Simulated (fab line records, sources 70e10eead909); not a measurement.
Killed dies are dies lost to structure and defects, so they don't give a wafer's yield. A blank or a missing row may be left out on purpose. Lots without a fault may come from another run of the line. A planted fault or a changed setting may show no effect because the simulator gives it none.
A struck lot beside a sound one | flow nand_harc | 14 steps out of a route of 1302
Sound: wafers L169.3, L169.5, L169.6. Struck: wafers L185.5, L185.6. The cause comes at the end.
At each step with rows: each side's tool, then ch and its chambers, then its first start. Under that, the readings that differ: sound wafers | struck wafers | difference of the means | sigmas: that difference in standard deviations of wafers without a fault.
alike: readings whose means differ by less than 2 such deviations, and words and numbers that are the same on both sides. not compared: withheld readings, readings that some wafer has no value for, bounds like >300 that may hide the same value, and numbers for which the record gives no deviation and whose values overlap.
The two part at a step that has a row with sigmas, a row that says differs or no value, or rows on one side only. Numbers that don't overlap but have no deviation are shown without sigmas and don't part them. A reading that every wafer of one side lacks parts them only if that side has two wafers or more.

NHARC_A_CHANNEL_HOLE_D1_CD_MEAS_30:
  sound on cd_sem-02, day 8 21:51; struck on cd_sem-01, day 15 17:23
  alike: cd_nm
NHARC_A_CHANNEL_HOLE_D1_XSEM_31:
  sound on xsem-01 ch 0, day 8 21:56; struck on xsem-02 ch 0, day 15 17:29
  alike: bot_cd_nm, bow_nm, tilt_deg
NHARC_A_CHANNEL_HOLE_D1_INSPECT_40:
  sound on defect_inspect-01, day 8 22:02; struck on defect_inspect-01, day 15 17:34
  alike: raw_defect_count
then, 2 steps without rows for these wafers: NHARC_A_CHANNEL_FILL_D1_PRECLEAN_00 (cleans in SC1); NHARC_A_CHANNEL_FILL_D1_SRD_01.
NHARC_A_CHANNEL_FILL_D1_ALD_02: deposits SiO2, target thk 6 nm, pulse time 10 s, ald cycles 60.
  sound on ald_hk-03 ch 1,2,3, day 8 22:26; struck on ald_hk-03 ch 0,1, day 15 18:19
  alike: heater_power_w, precursor_pulse_height_rel
NHARC_A_CHANNEL_FILL_D1_ALD_03: deposits SiNx, target thk 6 nm, pulse time 60 s, ald cycles 58.
  sound on ald_sin_batch-01 ch 0; struck on ald_sin_batch-03 ch 0
  alike: precursor_pulse_height_rel
NHARC_A_CHANNEL_FILL_D1_ALD_14: deposits SiO2, target thk 2.5 nm, pulse time 10 s, ald cycles 25.
  sound on ald_hk-01 ch 0,1,3, day 9 05:20; struck on ald_hk-01 ch 0,1, day 16 01:10
  alike: heater_power_w, precursor_pulse_height_rel
then, 1 step without rows for these wafers: NHARC_A_CHANNEL_FILL_D1_ALD_15 (deposits SiNx, target thk 2 nm, pulse time 60 s, ald cycles 19).
NHARC_A_CHANNEL_FILL_D1_ALD_16: deposits SiO2, target thk 1.5 nm, pulse time 10 s, ald cycles 15.
  sound on ald_hk-04 ch 0,1,2, day 9 10:28; struck on ald_hk-01 ch 0,3, day 16 06:19
  alike: heater_power_w, precursor_pulse_height_rel
then, 2 steps without rows for these wafers: NHARC_A_CHANNEL_FILL_D1_ANNEAL_17 (time 1800 s); NHARC_A_CHANNEL_FILL_D1_CVD_18 (deposits poly-Si, target thk 3 nm).
NHARC_A_CHANNEL_FILL_D1_ETCHBACK_19: etches the open film in HBr/Cl2, target depth 5 nm, time 1.7 s.
  sound on rie_si-03 ch 0,2,3, day 10 02:34; struck on rie_si-03 ch 2,3, day 16 18:08
  reading               | sound             | struck      | difference | sigmas
  oes_product_au (a.u.) | 1.021 1.024 1.007 | 0.765 0.772 | -0.249     | -16
  alike: bias_w, drypump_motor_current_A, throttle_valve_pct
  not compared: rf_hours_counter_h
then, 1 step without rows for these wafers: NHARC_A_CHANNEL_FILL_D1_ETCHBACK_20 (etches the open film in C4F8/O2/Ar, target depth 27 nm, time 13.5 s).

WHERE THEY PART
Only at NHARC_A_CHANNEL_FILL_D1_ETCHBACK_19, within this record.

WHY: what the simulator had put in
Process parameter drift: rie_si-03, from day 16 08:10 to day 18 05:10, at NHARC_A_CHANNEL_FILL_D1_ETCHBACK_19. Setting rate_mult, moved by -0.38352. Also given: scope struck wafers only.
